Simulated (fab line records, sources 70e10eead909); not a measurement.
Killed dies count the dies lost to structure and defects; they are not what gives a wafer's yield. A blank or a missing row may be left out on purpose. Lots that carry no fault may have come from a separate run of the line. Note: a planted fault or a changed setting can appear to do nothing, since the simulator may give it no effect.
The tool behind it: which one? / flow nand_harc / 36 wafers from 12 lots sampled at 5 of the route's 1302 steps

## WHAT THE GAUGES READ, wafer by wafer
NHARC_A_CONTACT_OVL_MEAS_70.
lot=L446; measured=day 21 11:34; on=overlay-02; overlay_x_nm (nm)=-0.6 -0.8 -0.8; overlay_y_nm (nm)=0.2 0.4 0.1
lot=L447; measured=day 22 06:11; on=overlay-02; overlay_x_nm (nm)=1.2 0.4 0.4; overlay_y_nm (nm)=-0.3 -0.5 0.2
lot=L449; measured=day 23 07:04; on=overlay-01; overlay_x_nm (nm)=-0.1 0.4 0.4; overlay_y_nm (nm)=0.4 0.8 0.2
lot=L452; measured=day 24 16:44; on=overlay-02; overlay_x_nm (nm)=-0.6 0.2 -0.4; overlay_y_nm (nm)=-0.3 -0.5 -0.2
lot=L451; measured=day 24 16:53; on=overlay-01; overlay_x_nm (nm)=-0.1 -0.3 -0.1; overlay_y_nm (nm)=0.9 0.6 1.0
lot=L458; measured=day 26 14:11; on=overlay-01; overlay_x_nm (nm)=-1.0 -1.1 -0.3; overlay_y_nm (nm)=0.8 0.1 0.8
lot=L459; measured=day 27 08:20; on=overlay-01; overlay_x_nm (nm)=-1.8 -2.2 -2.2; overlay_y_nm (nm)=0.8 0.6 0.8
lot=L463; measured=day 29 13:41; on=overlay-02; overlay_x_nm (nm)=0.0 -0.1 -0.2; overlay_y_nm (nm)=1.6 1.9 1.2
lot=L465; measured=day 30 07:08; on=overlay-02; overlay_x_nm (nm)=0.2 0.7 0.6; overlay_y_nm (nm)=0.1 -0.3 -0.1
lot=L467; measured=day 30 21:13; on=overlay-02; overlay_x_nm (nm)=-0.3 -0.7 -0.3; overlay_y_nm (nm)=1.2 0.7 0.7
lot=L468; measured=day 31 12:25; on=overlay-01; overlay_x_nm (nm)=0.7 0.1 0.0; overlay_y_nm (nm)=2.0 2.0 2.0
lot=L469; measured=day 32 07:38; on=overlay-02; overlay_x_nm (nm)=0.9 1.0 1.1; overlay_y_nm (nm)=-0.4 0.0 -0.5

NHARC_END_SORT_01.
lot=L458; measured=day 29 07:23; on=prober-01; killed_at_array=675 676 676; killed_at_other=1 0 0; killed_at_periphery=1 1 1; killed_dies=677 677 677; killed_open=1 4 4; killed_short=5 4 1
lot=L459; measured=day 29 21:08; on=prober-01; killed_at_array=673 673 674; killed_at_other=1 0 1; killed_at_periphery=3 4 2; killed_dies=677 677 677; killed_open=2 6 2; killed_short=1 2 1
lot=L463; measured=day 32 04:48; on=prober-02; killed_at_array=41; killed_at_other=0; killed_at_periphery=1; killed_dies=42; killed_open=1; killed_short=0

## WHICH TOOL RAN EACH LOT (tool, then ch and the chambers of the sampled wafers, then the start)
lot=L446; NHARC_A_CONTACT_DEP_58=pecvd-04 ch 0,1, day 21 10:46; NHARC_A_CONTACT_ETCH_76=rie_diel-08 ch 0,2, day 21 11:58; NHARC_A_CONTACT_ETCH_128=har_cap_etch-03 ch 0,1, day 21 14:20
lot=L447; NHARC_A_CONTACT_DEP_58=pecvd-04 ch 0,2, day 22 05:34; NHARC_A_CONTACT_ETCH_76=rie_diel-12 ch 1,2,3, day 22 06:29; NHARC_A_CONTACT_ETCH_128=har_cap_etch-03 ch 0,1, day 22 08:52
lot=L449; NHARC_A_CONTACT_DEP_58=pecvd-04 ch 0,2, day 23 06:17; NHARC_A_CONTACT_ETCH_76=rie_diel-12 ch 0,2,3, day 23 07:22; NHARC_A_CONTACT_ETCH_128=har_cap_etch-03 ch 0,1, day 23 09:28
lot=L452; NHARC_A_CONTACT_DEP_58=pecvd-04 ch 1,2, day 24 15:55; NHARC_A_CONTACT_ETCH_76=rie_diel-12 ch 0,2,3, day 24 17:08; NHARC_A_CONTACT_ETCH_128=har_cap_etch-01 ch 0,1, day 24 19:21
lot=L451; NHARC_A_CONTACT_DEP_58=pecvd-02 ch 1,2, day 24 16:01; NHARC_A_CONTACT_ETCH_76=rie_diel-12 ch 0,1,3, day 24 17:20; NHARC_A_CONTACT_ETCH_128=har_cap_etch-02 ch 0,1, day 24 19:59
lot=L458; NHARC_A_CONTACT_DEP_58=pecvd-04 ch 0,2, day 26 13:23; NHARC_A_CONTACT_ETCH_76=rie_diel-12 ch 1,3, day 26 14:29; NHARC_A_CONTACT_ETCH_128=har_cap_etch-02 ch 0,1, day 26 16:35
lot=L459; NHARC_A_CONTACT_DEP_58=pecvd-02 ch 0,1, day 27 07:34; NHARC_A_CONTACT_ETCH_76=rie_diel-12 ch 1,2,3, day 27 08:37; NHARC_A_CONTACT_ETCH_128=har_cap_etch-01 ch 0,1, day 27 10:44
lot=L463; NHARC_A_CONTACT_DEP_58=pecvd-03 ch 0,1,2, day 29 12:53; NHARC_A_CONTACT_ETCH_76=rie_diel-12 ch 0,2,3, day 29 14:10; NHARC_A_CONTACT_ETCH_128=har_cap_etch-02 ch 1, day 29 16:17
lot=L465; NHARC_A_CONTACT_DEP_58=pecvd-03 ch 0,2, day 30 06:21; NHARC_A_CONTACT_ETCH_76=rie_diel-12 ch 0,1,3, day 30 07:30; NHARC_A_CONTACT_ETCH_128=har_cap_etch-01 ch 0,1, day 30 09:33
lot=L467; NHARC_A_CONTACT_DEP_58=pecvd-02 ch 1,2, day 30 20:34; NHARC_A_CONTACT_ETCH_76=rie_diel-08 ch 0,2, day 30 21:29; NHARC_A_CONTACT_ETCH_128=har_cap_etch-03 ch 0,1, day 30 23:37
lot=L468; NHARC_A_CONTACT_DEP_58=pecvd-02 ch 0,2, day 31 11:37; NHARC_A_CONTACT_ETCH_76=rie_diel-12 ch 0,2,3, day 31 12:50; NHARC_A_CONTACT_ETCH_128=har_cap_etch-03 ch 1, day 31 15:08
lot=L469; NHARC_A_CONTACT_DEP_58=pecvd-03 ch 0,2, day 32 06:57; NHARC_A_CONTACT_ETCH_76=rie_diel-08 ch 0,1,2, day 32 07:57; NHARC_A_CONTACT_ETCH_128=har_cap_etch-03 ch 0,1, day 32 10:10
- NHARC_A_CONTACT_DEP_58: deposits SiON, target thk 90 nm.
- NHARC_A_CONTACT_ETCH_76: etches the open film in N2/H2, target depth 260 nm, time 475.3 s.
- NHARC_A_CONTACT_ETCH_128: etches the open film in C4F8/O2/Ar, time 197 s, target depth 1918 nm.

## WHAT THE TOOLS THEMSELVES READ (means of the sampled wafers that have a number; where no wafer has one, the mark that the record gives instead)
NHARC_A_CONTACT_DEP_58.
lot=L446; tool=pecvd-04; heater_power_w (W)=854
lot=L447; tool=pecvd-04; heater_power_w (W)=806
lot=L449; tool=pecvd-04; heater_power_w (W)=673
lot=L452; tool=pecvd-04; heater_power_w (W)=704
lot=L451; tool=pecvd-02; heater_power_w (W)=729
lot=L458; tool=pecvd-04; heater_power_w (W)=759
lot=L459; tool=pecvd-02; heater_power_w (W)=729
lot=L463; tool=pecvd-03; heater_power_w (W)=725
lot=L465; tool=pecvd-03; heater_power_w (W)=753
lot=L467; tool=pecvd-02; heater_power_w (W)=742
lot=L468; tool=pecvd-02; heater_power_w (W)=739
lot=L469; tool=pecvd-03; heater_power_w (W)=773

NHARC_A_CONTACT_ETCH_76.
lot=L446; tool=rie_diel-08; bias_w (W)=150.0; chamber_pressure_mTorr (mTorr)=29.990; drypump_motor_current_A (A)=6.4; h2_flow_sccm (sccm)=150.0; oes_product_au (a.u.)=0.996; rf_vpp_V (V)=432.6; showerhead_plenum_p_Torr (Torr)=2.10; throttle_valve_pct (%)=14.168
lot=L447; tool=rie_diel-12; bias_w (W)=150.3; chamber_pressure_mTorr (mTorr)=29.997; drypump_motor_current_A (A)=6.0; h2_flow_sccm (sccm)=150.0; oes_product_au (a.u.)=1.012; rf_vpp_V (V)=428.6; showerhead_plenum_p_Torr (Torr)=1.98; throttle_valve_pct (%)=14.178
lot=L449; tool=rie_diel-12; bias_w (W)=149.9; chamber_pressure_mTorr (mTorr)=29.976; drypump_motor_current_A (A)=6.0; h2_flow_sccm (sccm)=150.1; oes_product_au (a.u.)=1.006; rf_vpp_V (V)=429.0; showerhead_plenum_p_Torr (Torr)=2.00; throttle_valve_pct (%)=14.164
lot=L452; tool=rie_diel-12; bias_w (W)=149.9; chamber_pressure_mTorr (mTorr)=30.004; drypump_motor_current_A (A)=6.0; h2_flow_sccm (sccm)=150.0; oes_product_au (a.u.)=1.016; rf_vpp_V (V)=429.4; showerhead_plenum_p_Torr (Torr)=2.00; throttle_valve_pct (%)=14.163
lot=L451; tool=rie_diel-12; bias_w (W)=149.8; chamber_pressure_mTorr (mTorr)=29.984; drypump_motor_current_A (A)=6.4; h2_flow_sccm (sccm)=149.9; oes_product_au (a.u.)=0.998; rf_vpp_V (V)=428.9; showerhead_plenum_p_Torr (Torr)=1.96; throttle_valve_pct (%)=14.163
lot=L458; tool=rie_diel-12; bias_w (W)=-; chamber_pressure_mTorr (mTorr)=-; drypump_motor_current_A (A)=-; h2_flow_sccm (sccm)=-; oes_product_au (a.u.)=-; rf_vpp_V (V)=-; showerhead_plenum_p_Torr (Torr)=-; throttle_valve_pct (%)=-
lot=L459; tool=rie_diel-12; bias_w (W)=-; chamber_pressure_mTorr (mTorr)=-; drypump_motor_current_A (A)=-; h2_flow_sccm (sccm)=-; oes_product_au (a.u.)=-; rf_vpp_V (V)=-; showerhead_plenum_p_Torr (Torr)=-; throttle_valve_pct (%)=-
lot=L463; tool=rie_diel-12; bias_w (W)=149.9; chamber_pressure_mTorr (mTorr)=29.997; drypump_motor_current_A (A)=6.0; h2_flow_sccm (sccm)=150.2; oes_product_au (a.u.)=0.997; rf_vpp_V (V)=429.3; showerhead_plenum_p_Torr (Torr)=1.99; throttle_valve_pct (%)=14.172
lot=L465; tool=rie_diel-12; bias_w (W)=150.0; chamber_pressure_mTorr (mTorr)=30.015; drypump_motor_current_A (A)=6.4; h2_flow_sccm (sccm)=150.1; oes_product_au (a.u.)=0.991; rf_vpp_V (V)=428.5; showerhead_plenum_p_Torr (Torr)=1.95; throttle_valve_pct (%)=14.156
lot=L467; tool=rie_diel-08; bias_w (W)=150.1; chamber_pressure_mTorr (mTorr)=29.983; drypump_motor_current_A (A)=6.4; h2_flow_sccm (sccm)=150.6; oes_product_au (a.u.)=1.000; rf_vpp_V (V)=431.6; showerhead_plenum_p_Torr (Torr)=2.07; throttle_valve_pct (%)=14.168
lot=L468; tool=rie_diel-12; bias_w (W)=150.0; chamber_pressure_mTorr (mTorr)=30.007; drypump_motor_current_A (A)=6.0; h2_flow_sccm (sccm)=149.7; oes_product_au (a.u.)=1.006; rf_vpp_V (V)=429.0; showerhead_plenum_p_Torr (Torr)=1.99; throttle_valve_pct (%)=14.181
lot=L469; tool=rie_diel-08; bias_w (W)=150.2; chamber_pressure_mTorr (mTorr)=29.987; drypump_motor_current_A (A)=6.2; h2_flow_sccm (sccm)=149.3; oes_product_au (a.u.)=0.999; rf_vpp_V (V)=432.7; showerhead_plenum_p_Torr (Torr)=2.11; throttle_valve_pct (%)=14.172

NHARC_A_CONTACT_ETCH_128.
lot=L446; tool=har_cap_etch-03; chamber_pressure_mTorr (mTorr)=20.004; oes_air_line_au (a.u.)=0.999
lot=L447; tool=har_cap_etch-03; chamber_pressure_mTorr (mTorr)=20.012; oes_air_line_au (a.u.)=1.006
lot=L449; tool=har_cap_etch-03; chamber_pressure_mTorr (mTorr)=19.993; oes_air_line_au (a.u.)=0.993
lot=L452; tool=har_cap_etch-01; chamber_pressure_mTorr (mTorr)=20.001; oes_air_line_au (a.u.)=1.011
lot=L451; tool=har_cap_etch-02; chamber_pressure_mTorr (mTorr)=20.001; oes_air_line_au (a.u.)=1.014
lot=L458; tool=har_cap_etch-02; chamber_pressure_mTorr (mTorr)=19.999; oes_air_line_au (a.u.)=0.992
lot=L459; tool=har_cap_etch-01; chamber_pressure_mTorr (mTorr)=20.004; oes_air_line_au (a.u.)=1.009
lot=L463; tool=har_cap_etch-02; chamber_pressure_mTorr (mTorr)=19.994; oes_air_line_au (a.u.)=0.982
lot=L465; tool=har_cap_etch-01; chamber_pressure_mTorr (mTorr)=20.012; oes_air_line_au (a.u.)=1.016
lot=L467; tool=har_cap_etch-03; chamber_pressure_mTorr (mTorr)=20.002; oes_air_line_au (a.u.)=1.005
lot=L468; tool=har_cap_etch-03; chamber_pressure_mTorr (mTorr)=20.005; oes_air_line_au (a.u.)=0.997
lot=L469; tool=har_cap_etch-03; chamber_pressure_mTorr (mTorr)=19.984; oes_air_line_au (a.u.)=0.995

## THE ANSWER, worked out from the rows above alone
Rule: the usual values come from the lots themselves. The widest of any qualifying gaps counts: lots, ordered by their means at a reading, are off when they make up no more than a third of the lots, leave a main group of 4 or more, and stand apart from it by 3 or more times the standard deviation of that group's means. The tables above print the reading to a certain number of digits; a main group whose means all agree to those digits is not used. Also off: a lot with no number at a reading for which 4 or more lots have one. Any other lot the step has rows for is counted as sound. First the gauges in route order, then the tools' own readings, where a lot's mean is used as printed above. At the first step where some lot is off, the reading lying furthest off is the one used; lots without a number count as furthest.
Off at NHARC_A_CONTACT_ETCH_76 (bias_w): L458, L459. Without a number there: L458, L459. Main group: mean 150.0 W, sd 0.14.
A tool fits if, at that step or a process step before it, it ran every lot that is off, and no sound lot after the first of them. None of those tried fits.

## WHAT THE SIMULATOR PUT IN
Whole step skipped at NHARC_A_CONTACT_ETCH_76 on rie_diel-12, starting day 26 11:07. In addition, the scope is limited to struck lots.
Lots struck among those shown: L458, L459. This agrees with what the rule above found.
